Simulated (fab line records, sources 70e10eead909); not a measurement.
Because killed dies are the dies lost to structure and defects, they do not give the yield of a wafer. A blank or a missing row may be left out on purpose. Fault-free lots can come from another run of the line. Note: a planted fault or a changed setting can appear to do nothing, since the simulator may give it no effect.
Chamber matching :: flow nand harc :: NHARC_A_STAIRCASE_DESCUM_270 on rie diel-04 has 4 sister chambers
The step chemistry O2, time 3 s. 4 wafers are shown with their chamber, then 7 later ones without.

## WAFERS, EACH WITH ITS CHAMBER
wafer: L080.5
chamber: 1
showerhead plenum p Torr (Torr): 1.98

wafer: L085.2
chamber: 2
showerhead plenum p Torr (Torr): 1.92

wafer: L090.2
chamber: 0
showerhead plenum p Torr (Torr): 1.95

wafer: L090.3
chamber: 3
showerhead plenum p Torr (Torr): 1.98

## WAFERS MISSING THEIR CHAMBER
wafer: L090.6
showerhead plenum p Torr (Torr): 1.95

wafer: L093.2
showerhead plenum p Torr (Torr): 1.95

wafer: L093.4
showerhead plenum p Torr (Torr): 1.96

wafer: L093.6
showerhead plenum p Torr (Torr): 1.98

wafer: L096.2
showerhead plenum p Torr (Torr): 1.91

wafer: L096.3
showerhead plenum p Torr (Torr): 1.96

wafer: L096.5
showerhead plenum p Torr (Torr): 1.91

## WHICH CHAMBER EACH ONE RAN IN
wafer: L090.6
from the rows above: 0
in truth: 0

wafer: L093.2
from the rows above: 0
in truth: 0

wafer: L093.4
from the rows above: can't be placed: 0 or 1 or 3
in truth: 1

wafer: L093.6
from the rows above: can't be placed: 1 or 3
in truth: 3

wafer: L096.2
from the rows above: 2
in truth: 2

wafer: L096.3
from the rows above: can't be placed: 0 or 1 or 3
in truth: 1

wafer: L096.5
from the rows above: 2
in truth: 2
Correct placement for 4 of the 7. Cannot be placed on the basis of these rows: 3; the candidates contain the true chamber in 3. 0 placed wrongly.
How it was worked out, from the rows above alone: a wafer's distance from a chamber is the root of the sum, over the readings, of the square of ((its reading less the chamber's mean) divided by the reading's scatter). If the next closest chamber is less than 2 further off than the closest, the wafer can't be placed; otherwise it belongs to the closest. Each chamber's mean is taken over the wafers shown for it. The scatter: with one shown wafer a chamber, the root of the mean of the squares of how far each hidden wafer lies from its nearest shown one.
